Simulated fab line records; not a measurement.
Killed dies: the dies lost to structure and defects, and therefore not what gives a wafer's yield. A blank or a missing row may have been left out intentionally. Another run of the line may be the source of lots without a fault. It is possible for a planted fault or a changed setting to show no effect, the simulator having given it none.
Which tool was responsible? -- flow nand_harc -- 14 lots with 42 wafers sampled at 4 steps, on a route of 1302 steps

## WHAT EACH GAUGE READ, for each wafer
NHARC_THIN_TSV_CD_MEAS_12 targets a cd of 1000 nm. Usual: cd_nm reads 1000.2 nm (standard deviation 2.4).
lot,measured,on,cd_nm (nm),flag
L690,day 23 19:58,cd_sem-03,999.4 998.9 1001.0,
L689,day 24 08:28,cd_sem-02,995.1 995.3 1000.1,
L691,day 24 19:02,cd_sem-02,999.3 996.9 997.4,
L695,day 26 16:12,cd_sem-02,1002.8 1003.9 1000.0,
L694,day 27 01:38,cd_sem-02,1002.7 999.3 1000.9,
L696,day 27 08:50,cd_sem-03,998.9 1000.4 998.2,
L697,day 27 13:14,cd_sem-01,999.7 1000.1 1000.3,
L698,day 28 07:19,cd_sem-01,1001.2 1000.6 1001.7,
L699,day 28 01:14,cd_sem-02,999.2 1001.5 1001.0,
L702,day 29 18:53,cd_sem-03,1000.4 1002.7 1002.4,
L701,day 30 01:24,cd_sem-01,1001.4 1001.4 1003.1,
L706,day 30 19:37,cd_sem-01,995.4 996.1 996.5,
L710,day 32 17:43,cd_sem-01,996.3 999.6 996.5,
L711,day 32 19:10,cd_sem-02,1000.5 999.4 1000.0,

NHARC_END_SORT_01. Usual: defect_limited_yield 91.2 % (standard deviation 1.8); killed_at_array 55 (standard deviation 12); killed_at_other 1.0 (standard deviation 1.2); killed_at_periphery 3.9 (standard deviation 2.6); killed_dies 60 (standard deviation 12); killed_open 3.3 (standard deviation 1.9); killed_short 2.5 (standard deviation 1.8).
lot,measured,on,defect_limited_yield (%),killed_at_array,killed_at_other,killed_at_periphery,killed_dies,killed_open,killed_short,flag
L702,day 30 09:41,prober-01,79.0 87.6 82.3,36 45 20,0 0 0,106 39 100,142 84 120,5 4 4,2 4 2,OFF
L701,day 30 20:06,prober-02,84.3 79.8 76.8,58 36 52,1 0 2,47 101 103,106 137 157,4 4 2,2 1 1,OFF

## WHICH TOOL RAN EACH LOT (tool, then ch and the chambers of the sampled wafers, then the start)
lot,NHARC_P_M2_PRE_CLEAN_32,NHARC_A_BONDPAD_PVD_27
L690,"pecvd-03 ch 0,1,2, day 7 04:19","pvd_sputter-01, day 23 19:58 or earlier"
L689,"pecvd-01 ch 0,1,2, day 7 05:06","pvd_sputter-02, day 24 08:28 or earlier"
L691,"pecvd-03 ch 0,2, day 7 18:50","pvd_sputter-03, day 24 19:02 or earlier"
L695,"pecvd-01 ch 0,1, day 9 05:47","pvd_sputter-01, day 26 16:12 or earlier"
L694,"pecvd-01 ch 0,1,2, day 9 06:39","pvd_sputter-01, day 27 01:38 or earlier"
L696,"pecvd-04 ch 1,2, day 10 03:17","pvd_sputter-03, day 27 08:50 or earlier"
L697,"pecvd-04 ch 0,2, day 10 04:58","pvd_sputter-01, day 27 13:14 or earlier"
L698,"pecvd-01 ch 0,1,2, day 10 20:17","pvd_sputter-01, day 28 07:19 or earlier"
L699,"pecvd-01 ch 1,2, day 11 00:12","pvd_sputter-02, day 28 01:14 or earlier"
L702,"pecvd-01 ch 0,1,2, day 12 18:08","pvd_sputter-02, day 29 18:53 or earlier"
L701,"pecvd-01 ch 0,1,2, day 12 18:52","pvd_sputter-03, day 30 01:24 or earlier"
L706,"pecvd-03 ch 0,2, day 14 01:45","pvd_sputter-01, day 30 19:37 or earlier"
L710,"pecvd-01 ch 0,1,2, day 15 19:28","pvd_sputter-02, day 32 17:43 or earlier"
L711,"pecvd-03 ch 0,2, day 16 02:13","pvd_sputter-01, day 32 19:10 or earlier"
- NHARC_P_M2_PRE_CLEAN_32: time 12 s.
- NHARC_A_BONDPAD_PVD_27: deposits Cu, target thk 30 nm, time 20.49 s.

## WHAT THE TOOLS THEMSELVES READ (means of the sampled wafers that have a number; where no wafer has one, the mark that the record gives instead)
NHARC_P_M2_PRE_CLEAN_32. Usual: heater_power_w reads 638 W (standard deviation 70).
lot,tool,heater_power_w (W),flag
L690,pecvd-03,637,
L689,pecvd-01,676,
L691,pecvd-03,649,
L695,pecvd-01,604,
L694,pecvd-01,654,
L696,pecvd-04,687,
L697,pecvd-04,644,
L698,pecvd-01,669,
L699,pecvd-01,680,
L702,pecvd-01,628,
L701,pecvd-01,656,
L706,pecvd-03,642,
L710,pecvd-01,612,
L711,pecvd-03,572,

NHARC_A_BONDPAD_PVD_27. Usual: cathode_dc_power_W 5000.0 W, standard deviation 0.88; throttle_valve_pct 29.4 %, standard deviation 1.5.
lot,tool,cathode_dc_power_W (W),throttle_valve_pct (%),flag
L690,pvd_sputter-01,4999.8,29.9,
L689,pvd_sputter-02,4999.8,29.6,
L691,pvd_sputter-03,5000.1,29.7,
L695,pvd_sputter-01,5001.3,28.5,
L694,pvd_sputter-01,5000.8,28.5,
L696,pvd_sputter-03,5000.9,28.6,
L697,pvd_sputter-01,4999.0,28.2,
L698,pvd_sputter-01,5000.1,27.5,
L699,pvd_sputter-02,5000.0,29.5,
L702,pvd_sputter-02,4998.8,30.3,
L701,pvd_sputter-03,5000.0,31.4,
L706,pvd_sputter-01,5001.0,28.3,
L710,pvd_sputter-02,4999.6,29.7,
L711,pvd_sputter-01,4999.9,28.6,

## THE ANSWER, worked out from the rows above alone
Rule: a lot counts as off when the mean over its wafers that have a number is more than 3 standard deviations away from the usual mean. Also off: a lot with no number at a reading for which 4 or more lots have one. Any other lot the step has rows for is counted as sound. The gauges are gone through in route order, then the tools' own readings, and for those a lot's mean is taken as printed above. The first step at which some lot is off is used, and at that step the reading that is off furthest; a lot without a number counts as furthest.
Off, at NHARC_END_SORT_01 on killed_at_periphery: L702, L701. Neither off nor sound, because the step has no rows for them: L690, L689, L691, L695, L694, L696, L697, L698, L699, L706, L710, L711.
A tool fits if, at a process step before that reading, it ran every lot that is off, and no sound lot after the first of them. Those tools and the gauges at NHARC_END_SORT_01 are tried in the same way. NHARC_A_BONDPAD_PVD_27 gives no start for some lots, so the hours and the order of its lots are those of NHARC_THIN_TSV_CD_MEAS_12. One candidate fits, namely pecvd-01 at NHARC_P_M2_PRE_CLEAN_32. It ran no sound lot before its first lot that is off in this sample, so the start can't be narrowed down.

## WHAT THE SIMULATOR HAD PUT IN
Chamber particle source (pecvd-01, NHARC_P_M2_PRE_CLEAN_32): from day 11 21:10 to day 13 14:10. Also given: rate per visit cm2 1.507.
Struck lots among those shown: L702, L701. The same result came from the rule above.
